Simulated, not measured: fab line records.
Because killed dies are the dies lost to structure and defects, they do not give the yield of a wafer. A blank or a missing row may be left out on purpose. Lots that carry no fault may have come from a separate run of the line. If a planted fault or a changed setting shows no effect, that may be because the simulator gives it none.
Split-lot study | flow n5 finfet | 7 lots, 39 wafers read, on a route of 1938 steps

THE SPLIT ITSELF
At N5_HKMG_FIN_ETCH_54 (etches SiARC in CF4, target depth 45.5 nm, time 75.8 s), the setting source w was moved away from the recipe's 545 W on 15 of the 39 wafers read, by -9.6% to +15.6%. The other wafers ran this setting at the recipe's value.

The reading comes from the split's own step.

THE READING
rf vpp V, in V, at N5_HKMG_FIN_ETCH_54 (etches SiARC in CF4, target depth 45.5 nm, time 75.8 s). Fault-free wafers of this fab line usually give 184.1 V, standard deviation 1.2 V.

wafer  | tool, chamber at the split | source w as run, W | against the recipe | rf vpp V, V | against lot-mates on the recipe
L075.1 | rie diel-06, 3             | 492.5              | -9.6%              | 190.4       | +7.2
L075.2 | rie diel-06, 1             | 492.5              | -9.6%              | 191.7       | +8.5
L075.3 | rie diel-06, 2             | 545                | recipe             | 183.1       | -
L075.4 | rie diel-06, 0             | 492.5              | -9.6%              | 189.6       | +6.4
L075.5 | rie diel-06, 0             | 545                | recipe             | 183.2       | -
L075.6 | rie diel-06, 3             | 545                | recipe             | 183.2       | -
L078.1 | rie diel-05, 2             | 545                | recipe             | 184.5       | -
L078.3 | rie diel-05, 3             | 545                | recipe             | 183.6       | -
L078.4 | rie diel-05, 1             | 545                | recipe             | 182.7       | -
L079.1 | rie diel-06, 3             | 545                | recipe             | 183.8       | -
L079.2 | rie diel-06, 0             | 629.8              | +15.6%             | 173.6       | -10.6
L079.3 | rie diel-06, 1             | 545                | recipe             | 185.2       | -
L079.4 | rie diel-06, 2             | 545                | recipe             | 183.7       | -
L079.5 | rie diel-06, 3             | 629.8              | +15.6%             | 174.5       | -9.7
L079.6 | rie diel-06, 0             | 629.8              | +15.6%             | 173.3       | -10.9
L081.1 | rie diel-05, 2             | 545                | recipe             | 186.2       | -
L081.2 | rie diel-05, 1             | 545                | recipe             | 184.7       | -
L081.3 | rie diel-05, 0             | 545                | recipe             | 186.6       | -
L081.4 | rie diel-05, 2             | 545                | recipe             | 184.9       | -
L081.5 | rie diel-05, 0             | 545                | recipe             | 186.0       | -
L081.6 | rie diel-05, 1             | 545                | recipe             | 183.1       | -
L083.1 | rie diel-06, 3             | 509.8              | -6.5%              | 189.0       | +5.3
L083.2 | rie diel-06, 2             | 545                | recipe             | 182.1       | -
L083.3 | rie diel-06, 0             | 545                | recipe             | 183.1       | -
L083.4 | rie diel-06, 1             | 545                | recipe             | 186.0       | -
L083.5 | rie diel-06, 3             | 509.8              | -6.5%              | 188.5       | +4.8
L083.6 | rie diel-06, 0             | 509.8              | -6.5%              | 186.7       | +3.0
L085.1 | rie diel-06, 1             | 601.2              | +10.3%             | 178.3       | -5.3
L085.2 | rie diel-06, 0             | 601.2              | +10.3%             | 176.7       | -6.9
L085.3 | rie diel-06, 3             | 545                | recipe             | 182.9       | -
L085.4 | rie diel-06, 0             | 545                | recipe             | 183.5       | -
L085.5 | rie diel-06, 1             | 545                | recipe             | 184.4       | -
L085.6 | rie diel-06, 3             | 601.2              | +10.3%             | 176.4       | -7.2
L097.1 | rie diel-06, 1             | 545                | recipe             | 183.4       | -
L097.2 | rie diel-06, 0             | 607.4              | +11.4%             | 178.4       | -6.0
L097.3 | rie diel-06, 2             | 607.4              | +11.4%             | 178.7       | -5.7
L097.4 | rie diel-06, 3             | 545                | recipe             | 183.8       | -
L097.5 | rie diel-06, 0             | 607.4              | +11.4%             | 176.4       | -8.0
L097.6 | rie diel-06, 1             | 545                | recipe             | 186.1       | -

THE FIT
A straight line over all 39 wafers: rf vpp V changes by -0.641 V for each +1% of source w; r = -0.96; the points scatter about the line by 1.2 V.
The same after taking each lot's own level away (the mean of its wafers on the recipe; 39 wafers): -0.664 V for each +1%; r = -0.97; scatter 1.1 V.
According to that fit, moving source w by its largest amount changes the reading by 10 V.
Measured against the standard deviation above, the lots' own levels, which go from 183.17 to 185.25 V, span 1.7 times it.
The two slopes are in agreement: the lot-to-lot level therefore moves the slope only a little.
Check: for one of the wafers moved furthest among these (+15.6%), held out of the fit, the line's prediction against its lot-mates is -10.1 V. Against them it came out at -10.6 V.
Tool readings at the split's step, against how far the setting was moved: etch rf on time s r = -0.96; rf vpp V r = -0.96.

FURTHER SPLITS ON THESE WAFERS
Note: prior to the reading, these wafers also went through further splits. Each is held against what the fit with the lots' levels taken away leaves over:
other split on the same wafers | wafers away from the commonest value | r with rf vpp V (lot level and that fit taken away)
N5_DUMMY_GATE_ETCH_37 source w | 18                                   | -0.31
N5_SD_EPI_N_EPI_21 temp c      | 15                                   | -0.13

THE WHOLE CHAIN: every reading that the file lists as answering this split, in the file's order
step                | what it does                                           | reading           | change (the file's fit)              | r (the file's)
N5_HKMG_FIN_ETCH_54 | etches SiARC in CF4, target depth 45.5 nm, time 75.8 s | etch rf on time s | withheld for each +1% of the setting | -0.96
N5_HKMG_FIN_ETCH_54 | etches SiARC in CF4, target depth 45.5 nm, time 75.8 s | rf vpp V          | -0.657 V for each +1% of the setting | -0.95

THE FILE'S OWN FIT
rf vpp V changes by -0.657 V for each +1% of source w, r = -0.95.
